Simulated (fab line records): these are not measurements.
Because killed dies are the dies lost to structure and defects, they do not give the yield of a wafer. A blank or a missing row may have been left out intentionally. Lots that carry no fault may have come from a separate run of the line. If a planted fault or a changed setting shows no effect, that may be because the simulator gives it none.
fab line records	flow nand_harc
[record] lots = 12	wafers = 36	last_day = 33
route steps=1302 shown P_GATE@138 END@1302
lots untouched by any fault: they come from a run of this same line in which no faults occurred
start_h: start of the lot's first displayed wafer, in hours after the record's first day	wait_h: how many hours have passed since the lot's step before this one	" the same as in the row above	L1.1+2: a single row standing in for several wafers	- no value, or no start given	* or withheld: withheld	< > ~ a bound
route shown NAME@n: names a module that has steps shown in the file, with the first one's number in the route	usual: mean/standard deviation taken from wafers without a fault	same: alike in all rows	chamber/n: place in a boat	sites: the reading at each site	_std_site: standard deviation of those values	_edge_site: mean of outer sites minus mean of inner sites	radius_mm: how far each site lies from the wafer's centre	mask NAME#n: copy n	behind: tool/chamber where the wafer was last shaped	hold: reason for holding the lot/hours on hold/outcome of the hold	device: whichever transistor did not switch (one of n, p or np)	end of line: at the end of the route, the tests of the same wafers	a step given without rows: its recipe and nothing more	killed: not the wafer's yield, but the dies lost to structure and defects at the first sort	map: a wafer's dies, x killed, . not, _ none there
set.NAME: the setting as run; set.NAME@STEP: as run at that earlier step	model.NAME: the simulator's own value behind a step, which no gauge read
one table for each step of the route and one row for each wafer, over a sample of lots
services: from which hour (start_h, from the record's first day; less than 0 if before it) a tool's chamber was out of use, for how many hours, and why
[[steps]]
[step NHARC_P_GATE_EXPOSE_23]
[recipe] na = 1.35	target_cd_nm = 120	dose_mj = 93.91	mask_id = P_GATE
[usual] exposure_dose_mJ_cm2 = 93.92/0.092	stage_vel_mm_s = 499.96/0.27
lot.wafer	tool	chamber	start_h	wait_h	mask	exposure_dose_mJ_cm2	stage_vel_mm_s
L721.2	arfi_scanner-03	0	108.31	-	P_GATE#0	94.12	500.20
L721.3	"	0	"	"	P_GATE#0	93.97	499.94
L721.4	"	0	"	"	P_GATE#0	93.98	499.62
L723.2	arfi_scanner-01	0	130.78	-	P_GATE#0	93.93	499.81
L723.4	"	0	"	"	P_GATE#0	94.01	500.14
L723.6	"	0	"	"	P_GATE#0	93.96	500.04
L725.1	arfi_scanner-03	0	142.13	-	P_GATE#0	94.02	499.96
L725.2	"	0	"	"	P_GATE#0	94.05	500.20
L725.5	"	0	"	"	P_GATE#0	94.12	500.41
L728.1	arfi_scanner-02	0	172.03	-	P_GATE#0	94.04	499.79
L728.3	"	0	"	"	P_GATE#0	93.88	499.48
L728.5	"	0	"	"	P_GATE#0	93.84	499.86
L729.1	arfi_scanner-03	0	185.69	-	P_GATE#0	94.00	500.15
L729.2	"	0	"	"	P_GATE#0	93.86	499.90
L729.5	"	0	"	"	P_GATE#0	93.92	499.71
L730.3	arfi_scanner-02	0	199.24	-	P_GATE#0	93.81	499.84
L730.5	"	0	"	"	P_GATE#0	93.95	499.96
L730.6	"	0	"	"	P_GATE#0	93.82	499.70
L734.4	arfi_scanner-02	0	242.44	-	P_GATE#0	92.03	499.77
L734.5	"	0	"	"	P_GATE#0	91.91	499.18
L734.6	"	0	"	"	P_GATE#0	91.94	499.49
L733.1	arfi_scanner-02	0	242.60	-	P_GATE#0	91.88	499.95
L733.5	"	0	"	"	P_GATE#0	91.90	499.82
L733.6	"	0	"	"	P_GATE#0	91.94	500.14
L735.1	arfi_scanner-02	0	243.06	-	P_GATE#0	92.02	499.63
L735.3	"	0	"	"	P_GATE#0	91.94	500.10
L735.4	"	0	"	"	P_GATE#0	91.97	500.12
L736.2	arfi_scanner-01	0	257.87	-	P_GATE#0	93.84	500.05
L736.3	"	0	"	"	P_GATE#0	93.83	500.55
L736.6	"	0	"	"	P_GATE#0	93.89	500.33
L741.1	arfi_scanner-02	0	307.48	-	P_GATE#0	91.88	499.53
L741.4	"	0	"	"	P_GATE#0	91.81	499.69
L741.5	"	0	"	"	P_GATE#0	91.92	499.93
L743.2	arfi_scanner-03	0	327.88	-	P_GATE#0	93.97	500.05
L743.4	"	0	"	"	P_GATE#0	93.95	499.93
L743.5	"	0	"	"	P_GATE#0	93.83	500.29
[step NHARC_P_GATE_ETCH_32]
[recipe] target_depth_a = 1500	over_etch_frac = 1	over_etch_ion_energy_ev = 40	time_s = 100.1	hbr_flow_sccm = 150	cl2_flow_sccm = 50	rf_w = 400	icp_w = 400	bias_w = 100	chemistry = HBr/Cl2
[usual] chamber_pressure_mTorr = 14.999/0.014	drypump_motor_current_A = 5.4/0.35	oes_product_au = 1.004/0.0092	throttle_valve_pct = 26.407/0.0096
lot.wafer	tool	chamber	start_h	wait_h	chamber_pressure_mTorr	drypump_motor_current_A	oes_product_au	rf_hours_counter_h	throttle_valve_pct
L721.2	rie_si-03	0	109.16	-	14.989	5.0	1.001	0.55	26.413
L721.3	"	1	"	"	15.001	6.0	1.010	0.40	26.406
L721.4	"	3	"	"	14.979	5.3	1.016	0.43	26.427
L723.2	rie_si-06	2	131.58	-	14.989	5.3	1.004	0.27	26.409
L723.4	"	3	"	"	15.016	5.3	0.997	0.34	26.402
L723.6	"	3	"	"	14.998	5.3	1.011	-	26.403
L725.1	rie_si-01	2	142.93	-	14.991	4.9	1.017	0.63	26.411
L725.2	"	3	"	"	14.993	5.0	1.004	0.72	26.429
L725.5	"	2	"	"	15.031	4.9	1.011	-	26.413
L728.3	rie_si-01	3	172.82	-	15.011	5.0	1.003	0.94	26.408
L728.1	"	1	"	"	15.018	5.8	0.999	0.66	26.401
L728.5	"	0	"	"	14.994	5.4	0.995	-	26.396
L729.2	rie_si-06	2	186.48	-	15.021	5.3	1.000	0.67	26.405
L729.1	"	1	"	"	14.990	5.0	1.003	0.68	26.403
L729.5	"	3	"	"	15.002	5.3	0.997	-	26.404
L730.3	rie_si-06	0	200.04	-	15.001	5.8	0.994	0.76	26.413
L730.5	"	3	"	"	15.022	5.3	1.001	-	26.417
L730.6	"	0	"	"	15.008	5.9	1.014	-	26.386
L734.5	rie_si-01	2	243.28	-	15.018	4.9	1.010	-	26.401
L734.4	"	3	"	"	15.003	5.0	1.006	-	26.410
L734.6	"	0	"	"	15.006	5.4	1.011	-	26.410
L733.1	rie_si-06	2	243.43	-	14.998	5.3	0.995	1.01	26.399
L733.6	"	3	"	"	14.985	5.3	1.002	-	26.416
L733.5	"	0	"	"	14.993	5.9	1.006	-	26.407
L735.4	rie_si-03	3	243.91	-	14.998	5.2	1.012	0.08	26.411
L735.3	"	0	"	"	15.003	5.0	0.994	0.15	26.412
L735.1	"	2	"	"	15.002	5.4	0.996	0.08	26.411
L736.2	rie_si-06	1	258.67	-	15.029	5.0	1.002	0.01	26.393
L736.3	"	3	"	"	15.006	5.3	1.008	0.01	26.420
L736.6	"	1	"	"	14.990	5.0	1.010	-	26.417
L741.4	rie_si-03	2	308.27	-	15.013	5.5	1.001	0.35	26.427
L741.1	"	1	"	"	15.008	6.0	1.007	0.50	26.392
L741.5	"	3	"	"	14.997	5.3	1.010	-	26.412
L743.4	rie_si-03	2	328.68	-	14.978	5.4	0.995	0.54	26.403
L743.2	"	0	"	"	14.992	5.0	1.016	0.75	26.411
L743.5	"	1	"	"	14.993	6.0	1.004	-	26.416
[step NHARC_P_GATE_DESCUM_48]
[recipe] time_s = 3	o2_flow_sccm = 200	ar_flow_sccm = 0	bias_power_w = 0	chemistry = O2
[usual] chamber_pressure_mTorr = 60.00/0.058	drypump_motor_current_A = 5.6/0.41	oes_product_au = 1.000/0.0095	rf_vpp_V = 57.9/0.85	showerhead_plenum_p_Torr = 1.91/0.079	throttle_valve_pct = 11.311/0.0085
lot.wafer	tool	chamber	start_h	wait_h	chamber_pressure_mTorr	drypump_motor_current_A	oes_product_au	rf_hours_counter_h	rf_vpp_V	showerhead_plenum_p_Torr	throttle_valve_pct
L721.2	rie_diel-02	1	120.69	-	59.92	5.7	0.998	4	59.4	1.89	11.311
L721.3	"	3	"	"	59.99	5.7	0.997	5	58.4	1.90	11.297
L721.4	"	3	"	"	60.02	5.7	0.996	-	58.6	1.90	11.315
L723.2	rie_diel-12	1	143.13	-	59.95	5.8	1.001	2	57.0	1.83	11.290
L723.4	"	3	"	"	60.02	5.4	1.017	2	56.1	1.83	11.299
L723.6	"	0	"	"	60.03	5.2	1.000	-	56.8	1.82	11.315
L725.1	rie_diel-09	3	156.46	-	60.07	5.7	1.002	0	59.0	1.93	11.320
L725.2	"	0	"	"	60.01	5.1	1.010	0	56.9	1.84	11.313
L725.5	"	2	"	"	60.00	6.4	0.998	-	58.9	2.01	11.302
L728.1	rie_diel-09	0	184.20	-	60.09	5.1	1.007	1	58.2	1.84	11.319
L728.3	"	2	"	"	60.11	6.4	1.000	1	58.9	2.01	11.307
L728.5	"	0	"	"	59.94	5.1	1.006	-	57.7	1.84	11.313
L729.1	rie_diel-09	3	198.01	-	59.93	5.7	0.997	1	57.5	1.93	11.311
L729.2	"	0	"	"	60.03	5.1	1.003	2	57.0	1.84	11.313
L729.5	"	3	"	"	60.02	5.7	0.999	-	59.5	1.93	11.311
L730.3	rie_diel-09	1	211.52	-	60.01	5.1	0.996	4	57.6	2.05	11.311
L730.5	"	0	"	"	60.00	5.1	1.004	-	57.0	1.84	11.326
L730.6	"	1	"	"	59.88	5.1	0.993	-	57.8	2.05	11.312
L734.4	rie_diel-02	2	254.63	-	60.01	5.4	0.990	1	57.8	1.87	11.304
L734.5	"	2	"	"	59.96	5.4	0.998	-	56.6	1.87	11.314
L734.6	"	3	"	"	59.93	5.7	0.993	-	57.7	1.89	11.313
L733.1	rie_diel-09	3	254.92	-	59.93	5.7	1.015	5	59.2	1.93	11.293
L733.5	"	0	"	"	60.09	5.1	1.004	-	56.8	1.84	11.316
L733.6	"	1	"	"	60.00	5.1	0.998	-	58.5	2.05	11.302
L735.1	rie_diel-12	0	255.38	-	59.91	5.2	0.998	8	58.2	1.82	11.306
L735.3	"	1	"	"	59.96	5.8	0.996	9	58.2	1.83	11.294
L735.4	"	2	"	"	60.01	5.7	0.999	9	57.2	1.92	11.331
L736.3	rie_diel-09	0	270.11	-	60.04	5.1	1.002	6	57.3	1.84	11.304
L736.2	"	2	"	"	59.94	6.4	1.001	7	58.9	2.01	11.320
L736.6	"	1	"	"	60.02	5.1	1.000	-	58.2	2.05	11.322
L741.4	rie_diel-09	1	319.64	-	60.05	5.1	0.999	10	58.4	2.05	11.309
L741.1	"	2	"	"	59.95	6.4	1.016	9	59.3	2.01	11.319
L741.5	"	1	"	"	60.09	5.1	0.996	-	58.9	2.05	11.303
L743.4	rie_diel-02	1	340.19	-	59.97	5.7	0.992	7	56.5	1.88	11.307
L743.2	"	0	"	"	59.97	5.5	1.005	6	57.0	1.79	11.309
L743.5	"	2	"	"	59.97	5.5	1.001	-	58.1	1.87	11.313
[step NHARC_P_GATE_STRIP_76]
[recipe] power_w = 1500	temp_c = 250	chemistry = O2
[usual] drypump_motor_current_A = 5.7/0.53	heater_power_w = 305/26
lot.wafer	tool	chamber	start_h	wait_h	drypump_motor_current_A	heater_power_w	rf_hours_counter_h
L721.2	plasma_asher-01	0	123.11	0.2	4.8	318	26
L721.4	"	0	"	"	4.8	311	-
L721.3	"	1	"	"	5.9	338	-
L723.2	plasma_asher-02	1	145.65	0.2	6.2	334	12
L723.4	"	1	"	"	6.2	338	-
L723.6	"	1	"	"	6.2	326	-
L725.2	plasma_asher-02	0	158.92	0.2	5.9	265	16
L725.1	"	1	"	"	6.2	331	16
L725.5	"	1	"	"	6.2	332	-
L728.1	plasma_asher-01	1	186.57	0.2	5.9	318	2
L728.3	"	0	"	"	4.8	319	-
L728.5	"	0	"	"	4.8	316	-
L729.2	plasma_asher-01	0	200.40	0.2	4.8	320	5
L729.1	"	1	"	"	5.8	320	5
L729.5	"	1	"	"	5.9	311	-
L730.3	plasma_asher-02	0	213.96	0.1	5.8	261	-
L730.6	"	1	"	"	6.2	330	-
L730.5	"	0	"	"	5.9	270	-
L734.4	plasma_asher-01	0	257.24	0.2	4.8	317	-
L734.6	"	0	"	"	4.8	311	-
L734.5	"	1	"	"	5.9	316	-
L733.1	plasma_asher-01	0	257.83	0.2	4.8	315	17
L733.5	"	0	"	"	4.8	327	-
L733.6	"	1	"	"	5.8	327	-
L735.1	plasma_asher-01	0	258.31	0.2	4.8	309	17
L735.4	"	1	"	"	5.9	309	-
L735.3	"	0	"	"	4.8	318	-
L736.2	plasma_asher-02	1	272.50	0.2	6.2	315	3
L736.3	"	1	"	"	6.2	313	-
L736.6	"	1	"	"	6.2	321	-
L741.1	plasma_asher-02	0	322.02	0.2	5.9	263	12
L741.4	"	0	"	"	5.9	258	-
L741.5	"	0	"	"	5.9	259	-
L743.2	plasma_asher-02	1	342.57	0.2	6.2	316	16
L743.4	"	0	"	"	5.9	266	-
L743.5	"	0	"	"	5.9	263	-
[step NHARC_END_SORT_01]
[recipe] temp_c = 25
[usual] killed_at_array = 55/20	killed_at_other = 0.7/0.96	killed_at_periphery = 4.1/2.4	killed_dies = 60/20	killed_open = 3.3/1.9	killed_short = 2.8/1.6
[same] gross_dies = 677
lot.wafer	tool	chamber	start_h	wait_h	killed_at_array	killed_at_other	killed_at_periphery	killed_dies	killed_open	killed_short
L721.2	prober-02	0	577.68	2.8	18	1	0	19	3	1
L721.3	prober-02	0	578.49	3.1	20	1	2	23	2	1
L721.4	prober-02	0	579.29	3.4	16	1	2	19	1	1
// killed by level:class
L721.2 A_CONTACT:chamber_film_flake=6 A_CHANNEL_HOLE_D2:chamber_film_flake=3 A_M0:geometric_particle:open=2 A_STAIRCASE:chamber_film_flake=2 A_CONTACT:unspecified=2 A_WL_FILL:geometric_particle:short=1 A_BLC:geometric_particle:open=1 A_CHANNEL_HOLE_D1:chamber_film_flake=1
L721.3 A_CHANNEL_HOLE_D2:chamber_film_flake=6 A_CONTACT:unspecified=5 A_ZERO_WELL:chamber_film_flake=2 A_CHANNEL_HOLE_D1:chamber_film_flake=2 A_CONTACT:chamber_film_flake=2 A_CHANNEL_FILL_D1:geometric_particle:open=1 A_WL_FILL:geometric_particle:short=1 A_BLC:geometric_particle:open=1
L721.4 A_CONTACT:chamber_film_flake=6 A_CHANNEL_HOLE_D2:chamber_film_flake=3 A_STAIRCASE:chamber_film_flake=3 A_CHANNEL_HOLE_D1:chamber_film_flake=2 P_STI:geometric_particle:open=1 A_WL_FILL:geometric_particle:short=1 P_GATE:chamber_film_flake=1 A_WL_FILL:chamber_film_flake=1
[[services]]
tool	chamber	start_h	hours	kind
rie_si-06	0	120.36	7.0	repair
rie_diel-09	1	126.39	13.9	repair
arfi_scanner-03	-	128.57	2.2	repair
rie_diel-09	2	134.92	6.7	repair
arfi_scanner-02	-	140.00	4.0	pm
rie_diel-09	-	143.17	9.0	pm
rie_si-06	0	154.74	2.3	repair
plasma_asher-01	-	165.00	9.0	pm
arfi_scanner-03	-	189.03	3.4	repair
rie_si-03	3	190.31	3.0	repair
rie_diel-09	3	190.44	5.8	repair
arfi_scanner-02	-	194.71	0.9	repair
arfi_scanner-03	-	196.00	4.0	pm
rie_diel-09	-	200.90	0.7	repair
rie_si-03	2	207.82	10.2	repair
arfi_scanner-02	-	237.43	0.5	repair
arfi_scanner-02	-	246.41	4.1	repair
rie_si-06	-	249.00	9.0	pm
plasma_asher-02	-	251.32	9.0	pm
rie_diel-09	-	260.27	0.2	repair
rie_si-06	1	274.03	7.4	repair
arfi_scanner-02	-	312.00	4.0	pm
rie_diel-09	-	320.17	9.0	pm
plasma_asher-01	-	342.00	9.0	pm
[[key]]
[first_sign] step = NHARC_P_GATE_EXPOSE_23	reading = exposure_dose_mJ_cm2	direction = down	sigmas = 22	usual = 93.92	struck = 91.93
effect none on later readings
met_at NHARC_P_GATE_EXPOSE_23
struck_lots L733,L734,L735,L741
tester_left_out L733,L734,L735,L741
not_acting_at NHARC_P_GATE_ETCH_32,NHARC_P_GATE_DESCUM_48,NHARC_P_GATE_STRIP_76
onset_between 199.24 242.44
[fault] kind = process_parameter_drift	tool = arfi_scanner-02	chamber = -	onset_h = 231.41	steps = NHARC_P_GATE_EXPOSE_23	channel = dose_mj	offset = -1.9444	shape = step	acts_in = these_recipes_only	stated = 93.91
// tester_left_out: of these lots the tester's yield and bins aren't shown, on N5 and GAA mostly nor the transistor test; their killed dies are dies lost to structure and defects alone, not to doping, threshold or leakage, so they don't give the yield
